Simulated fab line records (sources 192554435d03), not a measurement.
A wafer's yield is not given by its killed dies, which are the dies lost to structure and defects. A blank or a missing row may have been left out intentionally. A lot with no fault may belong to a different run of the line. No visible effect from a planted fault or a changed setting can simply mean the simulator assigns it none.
Matching of chambers ; flow n5Finfet ; 3 sister chambers for N5_BEOL_M6_PECVD_70 on pecvd-04
The step deposits SiO2 from TEOS/O2, target thk 20 nm, time 22.7 s. 6 wafers are shown with their chamber, then 12 later ones without.

WAFERS WITH THEIR CHAMBER
wafer;chamber;throttleValvePct (%);heaterPowerW (W)
L089.5;1;23.5;677
L092.4;1;23.4;643
L092.5;0;22.3;881
L093.3;2;21.4;768
L093.5;0;22.1;756
L093.6;2;21.3;757

WAFERS MISSING THEIR CHAMBER
wafer;throttleValvePct (%);heaterPowerW (W)
L095.1;21.5;705
L095.2;23.3;680
L095.4;21.4;734
L096.1;23.4;602
L096.5;23.4;610
L096.6;21.5;760
L097.1;22.3;764
L097.2;21.5;719
L097.3;23.4;623
L097.4;23.6;632
L097.5;22.2;755
L097.6;21.4;700

THE CHAMBER EACH PASSED THROUGH
wafer;from the rows above;in truth
L095.1;2;2
L095.2;1;1
L095.4;2;2
L096.1;1;1
L096.5;1;1
L096.6;2;2
L097.1;0;0
L097.2;2;2
L097.3;1;1
L097.4;1;1
L097.5;0;0
L097.6;2;2
Placed correctly: 12 of 12. Not placeable from these rows: 0. 0 placed wrongly.
How it was worked out, from the rows above alone: a wafer's distance from a chamber is the root of the sum, over the readings, of the square of ((its reading less the chamber's mean) divided by the reading's scatter). The wafer belongs to the nearest chamber; if the next one is less than 2 further off, it can't be placed. For every chamber, the mean is computed from those of its wafers that are shown. The scatter: take each reading less its chamber's mean, square it, sum over the shown wafers, divide by the number of wafers less the number of chambers, and take the root.
